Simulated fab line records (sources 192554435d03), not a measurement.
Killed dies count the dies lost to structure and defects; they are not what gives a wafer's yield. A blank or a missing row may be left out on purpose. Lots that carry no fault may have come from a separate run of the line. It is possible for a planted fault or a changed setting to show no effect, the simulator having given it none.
fab line records	flow n5-finfet
record lots=5	wafers=15	last-day=17
route steps=1938 shown BEOL_M4@1108 BEOL_M5@1112
lots that met no fault: from a run of the same line without faults
start-h: start of the lot's first displayed wafer, in hours after the record's first day	wait-h: time in hours since the lot's previous step	" same as the row above	L1.1+2: a single row standing in for several wafers	- no value, or no start given	* or withheld: withheld	< > ~ a bound
route shown NAME@n: a module of which the file shows steps, and the number in the route of the first	usual: mean and standard deviation over wafers with no fault	same: alike in all rows	chamber/n: place in a boat	sites: each site's reading	_std_site: their standard deviation	_edge_site: mean of outer sites minus mean of inner sites	radius-mm: how far each site lies from the wafer's centre	mask NAME#n: copy n	behind: the last tool/chamber to shape the wafer	hold: the reason the lot was held/the length of the hold in hours/how it ended	device: whichever transistor did not switch (one of n, p or np)	end of line: the route-end tests of the same wafers	a step without rows: its recipe alone	killed: count of dies lost to structure and defects at first sort (not the wafer's yield)	map: the dies of a wafer, with x for killed, . for not killed, _ for no die there
set.NAME: the run value of the setting; set.NAME@STEP: its run value at that earlier step	model.NAME: the simulator's own value behind a step, which no gauge read
a table for each step, a row for each wafer; lots at some steps of the route
services: a tool's chamber out of use, with start hour (start-h, from the record's first day; less than 0 if before it), hours out, and reason
## steps
# step N5_BEOL_M4_DEP_57
# recipe material=SiCN	target-thk-a=80	temp-c=withheld	precursor=3MS/NH3	pressure-torr=3	rf-w=202	time-s=14
# usual showerhead-plenum-p-Torr=3.670/0.012	throttle-valve-pct=8.7/0.45
lot.wafer	tool	chamber	start-h	wait-h	showerhead-plenum-p-Torr	throttle-valve-pct
L079.1	pecvd-03	0	215.30	0.0	3.679	8.8
L079.2	"	2	"	"	3.672	8.2
L079.5	"	1	"	"	3.668	8.9
L083.4	pecvd-01	1	218.11	0.0	3.674	9.1
L083.5	"	1	"	"	3.680	9.1
L083.6	"	0	"	"	3.644	9.2
L086.1	pecvd-01	2	249.66	0.0	3.660	8.3
L086.2	"	0	"	"	3.650	9.2
L086.3	"	1	"	"	3.679	8.8
L087.2	pecvd-02	1	269.74	0.0	3.644	9.0
L087.4	"	1	"	"	3.663	8.8
L087.6	"	0	"	"	3.675	8.9
L097.3	pecvd-03	0	320.18	0.0	3.676	8.9
L097.4	"	2	"	"	3.676	8.1
L097.6	"	1	"	"	3.681	9.0
# step N5_BEOL_M4_RS_MEAS_58
# recipe thk-meas-gauge=four-point-probe	reads=Co_of_BEOL_M4_CO_CAP_55+Cu_of_BEOL_M4_ECD_50+Co_of_BEOL_M4_CVD_47+TaN_of_BEOL_M4_ALD_84
# usual M4_RS=0.68/0.038
lot.wafer	tool	chamber	start-h	wait-h	M4_RS[ohm/sq]
L079.1	film-metro-01	-	215.36	0.0	0.72
L079.2	"	-	"	"	0.69
L079.5	"	-	"	"	0.66
L083.4	film-metro-01	-	218.17	0.1	0.69
L083.5	"	-	"	"	0.71
L083.6	"	-	"	"	0.69
L086.1	film-metro-01	-	249.72	0.0	0.69
L086.2	"	-	"	"	0.67
L086.3	"	-	"	"	0.66
L087.2	film-metro-02	-	269.81	0.1	0.68
L087.4	"	-	"	"	0.65
L087.6	"	-	"	"	0.75
L097.3	film-metro-01	-	320.25	0.1	0.68
L097.4	"	-	"	"	0.61
L097.6	"	-	"	"	0.63
# step N5_BEOL_M4_INSPECT_59
# recipe inspect-instrument=darkfield	mode=post-dep
# usual raw-defect-count=70/22
lot.wafer	tool	chamber	start-h	wait-h	raw-defect-count
L079.1	defect-inspect-01	-	215.39	0.0	55
L079.2	"	-	"	"	88
L079.5	"	-	"	"	71
L083.4	defect-inspect-01	-	218.20	0.0	55
L083.5	"	-	"	"	37
L083.6	"	-	"	"	52
L086.1	defect-inspect-01	-	249.75	0.0	113
L086.2	"	-	"	"	75
L086.3	"	-	"	"	114
L087.2	defect-inspect-01	-	269.84	0.0	60
L087.4	"	-	"	"	73
L087.6	"	-	"	"	74
L097.3	defect-inspect-02	-	320.27	0.0	135
L097.4	"	-	"	"	67
L097.6	"	-	"	"	74
# step N5_BEOL_M4_RC_MEAS_101
# usual DIBL_N=36.6/2.1	DIBL_P=36.5/2.7	IOFF_N=0.17/0.043	IOFF_P=0.22/0.045	ION_N=674/17	ION_P=461/9.9	SS_N=71.7/0.79	SS_P=73.4/0.79	VT_N=249/4	VT_P=-250/3.3
lot.wafer	tool	chamber	start-h	wait-h	DIBL_N[mV/V]	DIBL_P[mV/V]	IOFF_N[nA/um]	IOFF_P[nA/um]	ION_N[uA/um]	ION_P[uA/um]	SS_N[mV/dec]	SS_P[mV/dec]	VT_N[mV]	VT_P[mV]
L079.1	prober-02	0	215.42	0.0	37.0	36.8	0.19	0.23	678	461	71.6	74.2	248	-249
L079.2	"	0	"	"	35.0	35.3	0.16	0.20	687	466	70.9	73.1	249	-251
L079.5	"	0	"	"	38.3	39.2	0.23	0.27	685	462	72.1	74.6	243	-248
L083.4	prober-02	0	218.69	0.5	38.3	37.9	0.20	0.25	688	470	72.2	73.6	247	-248
L083.5	"	0	"	"	33.3	32.3	0.11	0.17	665	469	70.3	72.2	255	-251
L083.6	"	0	"	"	36.2	36.6	0.15	0.24	683	476	71.2	73.1	249	-243
L086.1	prober-01	0	249.78	0.0	36.8	36.6	0.16	0.21	674	461	71.8	73.7	249	-249
L086.2	"	0	"	"	36.9	36.6	0.18	0.22	684	473	71.9	73.2	247	-250
L086.3	"	0	"	"	35.1	34.1	0.14	0.18	685	470	71.8	72.6	252	-248
L087.2	prober-02	0	270.02	0.2	35.3	35.3	0.13	0.20	658	458	72.1	73.5	253	-251
L087.4	"	0	"	"	31.7	32.5	0.10	0.16	659	458	70.4	72.1	259	-252
L087.6	"	0	"	"	33.7	34.8	0.12	0.19	655	465	71.2	73.1	254	-251
L097.3	prober-02	0	320.61	0.3	38.0	35.6	0.18	0.20	674	451	72.4	73.7	249	-249
L097.4	"	0	"	"	35.6	33.7	0.13	0.17	678	462	71.6	73.0	254	-253
L097.6	"	0	"	"	36.6	31.5	0.16	0.15	646	442	73.1	72.5	257	-253
# step N5_BEOL_M5_ILD_DEP_00
# recipe material=SiCOH_lowk	target-thk-a=1406.4	temp-c=300	precursor=DEMS/porogen	pressure-torr=5	rf-w=500	time-s=25.9
# usual heater-power-outer-w=157/37	heater-power-w=331/60	showerhead-plenum-p-Torr=5.749/0.012	throttle-valve-pct=13.6/0.88
lot.wafer	tool	chamber	start-h	wait-h	heater-power-outer-w	heater-power-w	showerhead-plenum-p-Torr	throttle-valve-pct
L079.1	pecvd-02	1	216.39	0.8	89	224	5.737	13.8
L079.2	"	0	"	"	170	321	5.757	13.6
L079.5	"	0	"	"	167	309	5.758	13.8
L083.4	pecvd-03	1	219.21	0.4	213	420	5.744	13.9
L083.5	"	0	"	"	232	465	5.764	13.2
L083.6	"	2	"	"	145	310	5.758	12.0
L086.1	pecvd-04	0	250.74	0.8	125	279	5.756	14.1
L086.2	"	2	"	"	149	343	5.751	13.6
L086.3	"	0	"	"	126	286	5.771	14.1
L087.2	pecvd-04	2	270.83	0.7	154	353	5.738	14.0
L087.4	"	0	"	"	141	305	5.768	14.7
L087.6	"	1	"	"	148	318	5.758	15.3
L097.3	pecvd-03	1	321.26	0.5	194	392	5.762	14.0
L097.4	"	2	"	"	146	315	5.742	12.0
L097.6	"	1	"	"	198	397	5.737	14.0
# step N5_BEOL_M5_CURE_79
# recipe temp-c=385	time-s=240	ambient=He/Ar	material=SiCOH_lowk
# usual lamp-power-pct=52.32/0.052	wafer_temp_C_max=387.2/0.72
lot.wafer	tool	chamber	start-h	wait-h	lamp-power-pct	wafer_temp_C_max
L079.1	uv-cure-03	0	216.45	0.0	52.31	387.9
L079.2	"	0	"	"	52.30	386.8
L079.5	"	0	"	"	52.27	387.3
L083.4	uv-cure-01	0	219.50	0.3	52.30	387.9
L083.5	"	0	"	"	52.35	389.3
L083.6	"	0	"	"	52.30	388.9
L086.1	uv-cure-02	0	250.99	0.2	52.28	385.8
L086.2	"	0	"	"	52.35	385.9
L086.3	"	0	"	"	52.43	386.4
L087.2	uv-cure-01	2	270.97	0.1	52.33	386.5
L087.4	"	2	"	"	52.41	387.3
L087.6	"	2	"	"	52.29	387.0
L097.3	uv-cure-01	1	321.48	0.2	52.29	387.1
L097.4	"	1	"	"	52.28	387.6
L097.6	"	1	"	"	52.28	386.9
# step N5_BEOL_M5_THK_MEAS_01
# recipe reads=SiCOH_lowk_of_BEOL_M5_ILD_DEP_00
# usual M5_ILD_THK=121.0/1.9
lot.wafer	tool	chamber	start-h	wait-h	M5_ILD_THK[nm]
L079.1	film-metro-02	-	217.44	0.8	121.4
L079.2	"	-	"	"	123.1
L079.5	"	-	"	"	124.3
L083.4	film-metro-02	-	219.77	0.2	120.3
L083.5	"	-	"	"	121.4
L083.6	"	-	"	"	122.1
L086.1	film-metro-02	-	251.50	0.4	119.4
L086.2	"	-	"	"	122.2
L086.3	"	-	"	"	123.1
L087.2	film-metro-02	-	271.41	0.4	122.8
L087.4	"	-	"	"	120.7
L087.6	"	-	"	"	121.2
L097.3	film-metro-02	-	321.83	0.3	116.7
L097.4	"	-	"	"	121.8
L097.6	"	-	"	"	118.9
# step N5_BEOL_M5_PECVD_70
# recipe material=SiO2	target-thk-a=160	temp-c=400	precursor=TEOS/O2	pressure-torr=5.5	rf-w=450	teos-flow-sccm=53.8	gas=O2	flow-sccm=3000	time-s=18
# usual heater-power-outer-w=439/77	heater-power-w=736/110	showerhead-plenum-p-Torr=8.83/0.045	throttle-valve-pct=22.2/1.5
lot.wafer	tool	chamber	start-h	wait-h	heater-power-outer-w	heater-power-w	showerhead-plenum-p-Torr	throttle-valve-pct
L079.1	pecvd-04	0	217.48	0.0	412	706	8.90	23.2
L079.2	"	1	"	"	378	671	8.83	24.7
L079.5	"	2	"	"	450	754	8.81	22.2
L083.4	pecvd-02	0	219.82	0.1	476	749	8.86	22.1
L083.5	"	2	"	"	480	757	8.86	20.2
L083.6	"	1	"	"	373	634	8.72	22.1
L086.1	pecvd-02	1	251.54	0.0	280	511	8.73	22.6
L086.2	"	2	"	"	459	709	8.86	20.2
L086.3	"	0	"	"	437	684	8.87	21.8
L087.2	pecvd-04	1	271.44	0.0	391	690	8.83	24.8
L087.4	"	0	"	"	435	724	8.89	23.3
L087.6	"	1	"	"	398	677	8.86	24.9
L097.3	pecvd-04	2	321.87	0.0	392	723	8.78	22.5
L097.4	"	2	"	"	406	716	8.79	22.3
L097.6	"	1	"	"	356	649	8.84	25.0
# step N5_BEOL_M5_HM_DEP_02
# recipe material=TiN	target-thk-a=200	temp-c=25	chamber-pressure-pa=0.49996
# usual chamber-pressure-pa=0.4999/0.001	throttle-valve-pct=30.3/0.85
lot.wafer	tool	chamber	start-h	wait-h	chamber-pressure-pa	throttle-valve-pct
L079.1	pvd-sputter-03	-	219.10	1.6	0.4998	32.1
L079.2	"	-	"	"	0.5001	31.1
L079.5	"	-	"	"	0.4990	30.8
L083.4	pvd-sputter-03	-	221.00	1.2	0.4998	30.9
L083.5	"	-	"	"	0.5000	30.7
L083.6	"	-	"	"	0.5002	32.3
L086.1	pvd-sputter-01	-	252.83	1.3	0.5002	28.5
L086.2	"	-	"	"	0.4972	30.3
L086.3	"	-	"	"	0.4996	29.4
L087.2	pvd-sputter-03	-	272.13	0.7	0.5002	30.7
L087.4	"	-	"	"	0.4995	31.0
L087.6	"	-	"	"	0.4990	31.9
L097.3	pvd-sputter-02	-	325.36	3.5	0.5008	29.6
L097.4	"	-	"	"	0.4993	30.7
L097.6	"	-	"	"	0.5004	30.9
# step N5_BEOL_M5_COAT_59
# recipe resist=SOC	temp-c=250	time-s=60	spin-rpm=1500	resist-thk-nm=60
# usual dispense-pressure-kPa=54.6/1.7	resist-line-temp-C=22.99/0.12	spin-speed-rpm=1500.1/1
lot.wafer	tool	chamber	start-h	wait-h	dispense-pressure-kPa	resist-line-temp-C	spin-speed-rpm
L079.1	litho-track-01	0	219.22	0.1	57.1	22.90	1500.9
L079.2	"	0	"	"	57.1	22.85	1500.9
L079.5	"	0	"	"	57.2	22.94	1501.1
L083.4	litho-track-02	0	221.12	0.1	53.3	23.24	1500.9
L083.5	"	0	"	"	53.3	23.17	1500.4
L083.6	"	0	"	"	53.4	22.94	1499.9
L086.1	litho-track-02	0	252.96	0.1	53.3	22.81	1500.5
L086.2	"	0	"	"	53.3	23.08	1499.9
L086.3	"	0	"	"	53.3	22.95	1501.2
L087.2	litho-track-03	0	272.26	0.1	53.9	22.98	1500.0
L087.4	"	0	"	"	53.9	23.09	1501.1
L087.6	"	0	"	"	53.9	23.03	1498.2
L097.3	litho-track-03	0	325.49	0.1	53.9	22.88	1499.6
L097.4	"	0	"	"	54.0	22.97	1499.9
L097.6	"	0	"	"	53.9	22.92	1500.3
# step N5_BEOL_M5_COAT_60
# recipe resist=SiARC	temp-c=220	time-s=60	spin-rpm=1500	resist-thk-nm=12
# usual dispense-pressure-kPa=54.6/1.7	resist-line-temp-C=22.99/0.097	spin-speed-rpm=1499.9/0.85
lot.wafer	tool	chamber	start-h	wait-h	dispense-pressure-kPa	resist-line-temp-C	spin-speed-rpm
L079.1	litho-track-01	0	-	-	57.2	22.85	1498.2
L079.2	"	0	"	"	57.2	22.96	1497.7
L079.5	"	0	"	"	57.2	22.90	1499.2
L083.4	litho-track-02	0	-	-	53.3	22.83	1500.9
L083.5	"	0	"	"	53.2	23.04	1499.9
L083.6	"	0	"	"	53.3	23.02	1501.7
L086.1	litho-track-02	0	-	-	53.2	23.06	1500.3
L086.2	"	0	"	"	53.2	22.97	1499.8
L086.3	"	0	"	"	53.3	23.12	1499.0
L087.2	litho-track-03	0	-	-	53.9	22.97	1499.6
L087.4	"	0	"	"	53.9	23.10	1499.7
L087.6	"	0	"	"	53.9	23.21	1499.8
L097.3	litho-track-03	0	-	-	53.9	23.20	1500.5
L097.4	"	0	"	"	53.9	23.05	1498.6
L097.6	"	0	"	"	53.9	23.12	1499.7
# step N5_BEOL_M5_COAT_71
# recipe resist=underlayer	temp-c=205	time-s=60	spin-rpm=1500	resist-thk-nm=5
# usual dispense-pressure-kPa=54.6/1.7	resist-line-temp-C=23.01/0.093	spin-speed-rpm=1500.1/0.93
lot.wafer	tool	chamber	start-h	wait-h	dispense-pressure-kPa	resist-line-temp-C	spin-speed-rpm
L079.1	litho-track-01	0	-	-	57.2	23.00	1500.1
L079.2	"	0	"	"	57.2	22.87	1500.7
L079.5	"	0	"	"	57.2	22.94	1501.6
L083.4	litho-track-02	0	-	-	53.2	22.96	1499.5
L083.5	"	0	"	"	53.2	23.10	1500.4
L083.6	"	0	"	"	53.3	23.11	1498.9
L086.1	litho-track-02	0	-	-	53.2	23.00	1499.3
L086.2	"	0	"	"	53.3	23.05	1498.3
L086.3	"	0	"	"	53.3	22.98	1500.2
L087.2	litho-track-03	0	-	-	53.8	23.19	1500.4
L087.4	"	0	"	"	53.8	23.12	1499.8
L087.6	"	0	"	"	53.8	23.06	1500.5
L097.3	litho-track-03	0	-	-	53.8	22.98	1499.4
L097.4	"	0	"	"	53.8	23.11	1499.1
L097.6	"	0	"	"	53.8	23.11	1499.7
# step N5_BEOL_M5_COAT_05
# recipe resist=CAR-EUV	spin-rpm=1500	resist-thk-nm=30
# usual dispense-pressure-kPa=54.6/1.6	resist-line-temp-C=22.98/0.12	spin-speed-rpm=1500.0/1
lot.wafer	tool	chamber	start-h	wait-h	dispense-pressure-kPa	resist-line-temp-C	spin-speed-rpm
L079.1	litho-track-01	0	-	-	57.1	23.06	1503.0
L079.2	"	0	"	"	57.1	22.95	1498.2
L079.5	"	0	"	"	57.1	22.98	1501.2
L083.4	litho-track-02	0	-	-	53.3	23.14	1498.8
L083.5	"	0	"	"	53.4	22.96	1499.3
L083.6	"	0	"	"	53.3	23.06	1499.7
L086.1	litho-track-02	0	-	-	53.4	22.98	1499.3
L086.2	"	0	"	"	53.4	22.81	1499.1
L086.3	"	0	"	"	53.3	23.05	1498.4
L087.2	litho-track-03	0	-	-	53.9	22.98	1501.8
L087.4	"	0	"	"	54.0	22.91	1500.3
L087.6	"	0	"	"	53.9	22.91	1500.2
L097.3	litho-track-03	0	-	-	54.0	22.88	1498.5
L097.4	"	0	"	"	53.9	23.01	1498.9
L097.6	"	0	"	"	54.0	22.94	1500.7
# step N5_BEOL_M5_EBR_07
# recipe solvent=PGMEA	ebr-width-mm=1.5
# usual resist-line-temp-C=23.01/0.11
lot.wafer	tool	chamber	start-h	wait-h	resist-line-temp-C
L079.1	litho-track-01	0	-	-	23.13
L079.2	"	0	"	"	23.09
L079.5	"	0	"	"	23.09
L083.4	litho-track-02	0	-	-	23.01
L083.5	"	0	"	"	23.03
L083.6	"	0	"	"	23.11
L086.1	litho-track-02	0	-	-	23.03
L086.2	"	0	"	"	23.21
L086.3	"	0	"	"	23.11
L087.2	litho-track-03	0	-	-	23.00
L087.4	"	0	"	"	23.10
L087.6	"	0	"	"	23.12
L097.3	litho-track-03	0	-	-	23.07
L097.4	"	0	"	"	22.81
L097.6	"	0	"	"	22.91
# step N5_BEOL_M5_SOFTBAKE_06
# recipe temp-c=110	time-s=60	resist=CAR-EUV
# usual resist-line-temp-C=22.98/0.1
lot.wafer	tool	chamber	start-h	wait-h	resist-line-temp-C
L079.1	litho-track-01	0	-	-	22.94
L079.2	"	0	"	"	23.00
L079.5	"	0	"	"	22.97
L083.4	litho-track-02	0	-	-	23.01
L083.5	"	0	"	"	23.11
L083.6	"	0	"	"	22.92
L086.1	litho-track-02	0	-	-	22.94
L086.2	"	0	"	"	22.93
L086.3	"	0	"	"	22.87
L087.2	litho-track-03	0	-	-	22.88
L087.4	"	0	"	"	22.90
L087.6	"	0	"	"	23.00
L097.3	litho-track-03	0	-	-	22.97
L097.4	"	0	"	"	23.03
L097.6	"	0	"	"	22.92
# step N5_BEOL_M5_EXPOSE_08
# recipe mask-id=M5	na=0.33	source-shape=annular	sigma-inner=0.4	sigma-outer=0.8	polarization=unpolarized	target-cd-nm=28	dose-mj=35.75
# usual focus-offset-nm=0.0/0.48
lot.wafer	tool	chamber	start-h	wait-h	mask	focus-offset-nm
L079.1	euv-scanner-01	0	219.36	-	M5#0	0.4
L079.2	"	0	"	"	M5#0	0.1
L079.5	"	0	"	"	M5#0	-0.1
L083.4	euv-scanner-01	0	221.28	-	M5#0	0.2
L083.5	"	0	"	"	M5#0	0.0
L083.6	"	0	"	"	M5#0	0.1
L086.1	euv-scanner-02	0	253.26	-	M5#0	-0.2
L086.2	"	0	"	"	M5#0	0.2
L086.3	"	0	"	"	M5#0	-0.4
L087.2	euv-scanner-02	0	272.40	-	M5#0	0.8
L087.4	"	0	"	"	M5#0	0.2
L087.6	"	0	"	"	M5#0	0.0
L097.3	euv-scanner-01	0	325.63	-	M5#0	-0.3
L097.4	"	0	"	"	M5#0	0.3
L097.6	"	0	"	"	M5#0	0.4
# step N5_BEOL_M5_PEB_09
# recipe peb-temp-c=100	peb-time-s=60	resist=CAR-EUV
# usual resist-line-temp-C=22.99/0.11
lot.wafer	tool	chamber	start-h	wait-h	resist-line-temp-C
L079.1	litho-track-01	0	219.42	0.1	23.12
L079.2	"	0	"	"	23.12
L079.5	"	0	"	"	23.12
L083.4	litho-track-02	0	221.32	0.0	22.92
L083.5	"	0	"	"	22.98
L083.6	"	0	"	"	22.78
L086.1	litho-track-02	0	253.32	0.1	23.00
L086.2	"	0	"	"	22.85
L086.3	"	0	"	"	22.85
L087.2	litho-track-03	0	272.45	0.0	23.06
L087.4	"	0	"	"	22.94
L087.6	"	0	"	"	22.88
L097.3	litho-track-03	0	325.68	0.0	22.94
L097.4	"	0	"	"	23.07
L097.6	"	0	"	"	22.97
# step N5_BEOL_M5_DEVELOP_10
# recipe develop-time-s=30	developer=TMAH	resist=CAR-EUV	rinse-liquid=surfactant-rinse	dry=air-spin	dev-temp-c=23
# usual resist-line-temp-C=22.98/0.11
lot.wafer	tool	chamber	start-h	wait-h	resist-line-temp-C
L079.1	litho-track-01	0	-	-	23.09
L079.2	"	0	"	"	23.02
L079.5	"	0	"	"	22.91
L083.4	litho-track-02	0	-	-	23.09
L083.5	"	0	"	"	23.04
L083.6	"	0	"	"	23.08
L086.1	litho-track-02	0	-	-	22.84
L086.2	"	0	"	"	22.85
L086.3	"	0	"	"	22.78
L087.2	litho-track-03	0	-	-	23.08
L087.4	"	0	"	"	23.05
L087.6	"	0	"	"	23.12
L097.3	litho-track-03	0	-	-	22.98
L097.4	"	0	"	"	22.97
L097.6	"	0	"	"	23.04
# step N5_BEOL_M5_CD_MEAS_11
# recipe target-cd-nm=27.74	landing-energy-ev=500	detector=se-inlens
# usual cd-nm=27.83/0.28
lot.wafer	tool	chamber	start-h	wait-h	cd-nm
L079.1	cd-sem-02	0	219.49	-	28.13
L079.2	"	0	"	"	28.04
L079.5	"	0	"	"	27.98
L083.4	cd-sem-02	0	221.39	-	27.57
L083.5	"	0	"	"	27.43
L083.6	"	0	"	"	27.39
L086.1	cd-sem-01	0	253.38	-	27.81
L086.2	"	0	"	"	27.56
L086.3	"	0	"	"	27.44
L087.2	cd-sem-03	0	272.52	-	27.93
L087.4	"	0	"	"	28.38
L087.6	"	0	"	"	27.99
L097.3	cd-sem-03	0	325.75	-	27.40
L097.4	"	0	"	"	27.90
L097.6	"	0	"	"	27.89
# step N5_BEOL_M5_OVL_MEAS_12
# recipe points-per-wafer=522
# usual M5_OVL=0.0/0.68
lot.wafer	tool	chamber	start-h	wait-h	M5_OVL[nm]
L079.1	overlay-02	0	219.52	0.0	-0.1
L079.2	"	0	"	"	0.1
L079.5	"	0	"	"	-0.6
L083.4	overlay-01	0	221.44	0.0	-0.1
L083.5	"	0	"	"	-0.1
L083.6	"	0	"	"	-0.5
L086.1	overlay-02	0	253.41	0.0	0.3
L086.2	"	0	"	"	0.8
L086.3	"	0	"	"	0.3
L087.2	overlay-02	0	272.56	0.0	0.6
L087.4	"	0	"	"	1.0
L087.6	"	0	"	"	0.8
L097.3	overlay-01	0	325.79	0.0	0.2
L097.4	"	0	"	"	-0.4
L097.6	"	0	"	"	-1.4
# step N5_BEOL_M5_INSPECT_13
# recipe mode=adi	inspect-instrument=brightfield
# usual raw-defect-count=402/100
lot.wafer	tool	chamber	start-h	wait-h	raw-defect-count
L079.1	defect-inspect-01	-	219.58	0.1	302
L079.2	"	-	"	"	414
L079.5	"	-	"	"	368
L083.4	defect-inspect-01	-	221.48	0.0	273
L083.5	"	-	"	"	465
L083.6	"	-	"	"	463
L086.1	defect-inspect-01	-	253.47	0.1	458
L086.2	"	-	"	"	399
L086.3	"	-	"	"	443
L087.2	defect-inspect-02	-	272.61	0.0	520
L087.4	"	-	"	"	385
L087.6	"	-	"	"	376
L097.3	defect-inspect-02	-	325.84	0.0	440
L097.4	"	-	"	"	324
L097.6	"	-	"	"	299
# step N5_BEOL_M5_DESCUM_16
# recipe chemistry=O2	time-s=7	source-power-w=50	bias-power-w=20	pressure-mtorr=20	rf-frequency-hz=2.712e+07	temp-c=40	resist=CAR-EUV	o2-flow-sccm=225
# usual drypump-motor-current-A=5.7/0.43	oes-product-au=0.79/0.1	rf-vpp-V=243.5/1.3	showerhead-plenum-p-Torr=2.11/0.076	throttle-valve-pct=20.4/0.31
lot.wafer	tool	chamber	start-h	wait-h	drypump-motor-current-A	oes-product-au	rf-hours-counter-h	rf-vpp-V	showerhead-plenum-p-Torr	throttle-valve-pct
L079.1	rie-diel-02	3	219.62	0.0	5.4	0.86	46	244.1	2.23	20.3
L079.2	"	1	"	"	5.8	0.71	192	242.7	2.16	20.6
L079.5	"	1	"	"	5.7	0.71	-	245.5	2.16	20.6
L083.4	rie-diel-02	1	221.54	0.1	5.9	0.70	-	245.0	2.16	20.7
L083.5	"	3	"	"	5.4	0.87	-	244.7	2.23	20.3
L083.6	"	0	"	"	6.0	0.72	-	242.8	2.08	20.6
L086.1	rie-diel-02	0	253.51	0.0	6.0	0.71	210	242.8	2.07	20.7
L086.2	"	1	"	"	5.9	0.70	202	244.9	2.16	20.6
L086.3	"	3	"	"	5.4	0.85	55	244.2	2.22	20.3
L087.2	rie-diel-02	3	272.64	0.0	5.4	0.85	62	246.1	2.22	20.3
L087.4	"	1	"	"	5.8	0.70	209	244.3	2.15	20.7
L087.6	"	3	"	"	5.4	0.84	-	244.9	2.22	20.3
L097.3	rie-diel-02	0	325.87	0.0	6.1	0.70	233	242.4	2.06	20.7
L097.4	"	1	"	"	5.9	0.69	225	243.2	2.15	20.7
L097.6	"	0	"	"	6.0	0.70	-	241.9	2.06	20.7
## services
tool	chamber	start-h	hours	kind
pecvd-01	0	196.20	4.1	repair
euv-scanner-01	-	198.37	0.8	repair
euv-scanner-02	-	207.19	5.8	pm
uv-cure-03	-	211.45	2.8	pm
uv-cure-01	-	219.74	6.0	pm
pecvd-03	-	225.44	0.3	repair
pecvd-04	1	225.77	26.1	repair
euv-scanner-01	-	242.06	1.0	pm
euv-scanner-02	-	243.82	1.0	pm
uv-cure-03	-	246.66	0.9	repair
uv-cure-02	-	252.05	1.0	pm
euv-scanner-01	-	252.43	4.6	pm
pecvd-02	-	256.38	0.4	repair
euv-scanner-01	-	258.80	0.1	repair
pecvd-01	-	262.33	14.6	pm
uv-cure-02	-	263.66	7.5	pm
rie-diel-02	2	266.68	5.1	repair
euv-scanner-01	-	278.63	0.7	repair
uv-cure-01	-	283.32	4.6	repair
uv-cure-03	-	284.76	1.0	pm
euv-scanner-01	-	298.21	1.0	pm
euv-scanner-02	-	299.97	1.0	pm
euv-scanner-02	-	316.35	4.6	pm
pecvd-02	2	316.73	9.6	repair
## key
fault none
